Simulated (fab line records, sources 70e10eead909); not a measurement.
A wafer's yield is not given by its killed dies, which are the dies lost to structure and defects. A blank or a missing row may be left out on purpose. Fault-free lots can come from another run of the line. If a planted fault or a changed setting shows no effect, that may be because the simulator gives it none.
Chamber matching | flow nand-harc | NHARC_A_ZERO_WELL_ETCH_19 on rie-diel-02 has 4 sister chambers
The step etches the open film in N2/H2, target depth 80 nm, overetch 24 nm, time 87.88 s. 4 wafers are shown with their chamber, then 9 later ones without.

WAFERS WITH THEIR CHAMBER
wafer  | chamber | showerhead-plenum-p-Torr (Torr)
L087.5 | 2       | 1.96
L088.1 | 0       | 2.12
L088.3 | 1       | 2.04
L088.4 | 3       | 2.16

WAFERS WITH NO CHAMBER GIVEN
wafer  | showerhead-plenum-p-Torr (Torr)
L089.1 | 2.12
L089.5 | 1.96
L089.6 | 2.04
L091.4 | 2.15
L091.5 | 2.12
L091.6 | 2.15
L094.2 | 2.04
L094.3 | 1.96
L094.5 | 2.15

CHAMBER TAKEN BY EACH
wafer  | from the rows above | in truth
L089.1 | 0                   | 0
L089.5 | 2                   | 2
L089.6 | 1                   | 1
L091.4 | 3                   | 3
L091.5 | 0                   | 0
L091.6 | 3                   | 3
L094.2 | 1                   | 1
L094.3 | 2                   | 2
L094.5 | 3                   | 3
Correctly placed: 9 of 9. From these rows, 0 cannot be placed. Number placed wrongly: 0.
How it was worked out, from the rows above alone: a wafer's distance from a chamber is the root of the sum, over the readings, of the square of ((its reading less the chamber's mean) divided by the reading's scatter). The wafer belongs to the nearest chamber; if the next one is less than 2 further off, it can't be placed. For every chamber, the mean is computed from those of its wafers that are shown. The scatter: root of mean squared gap, hidden wafer to nearest shown wafer, with one shown wafer a chamber.
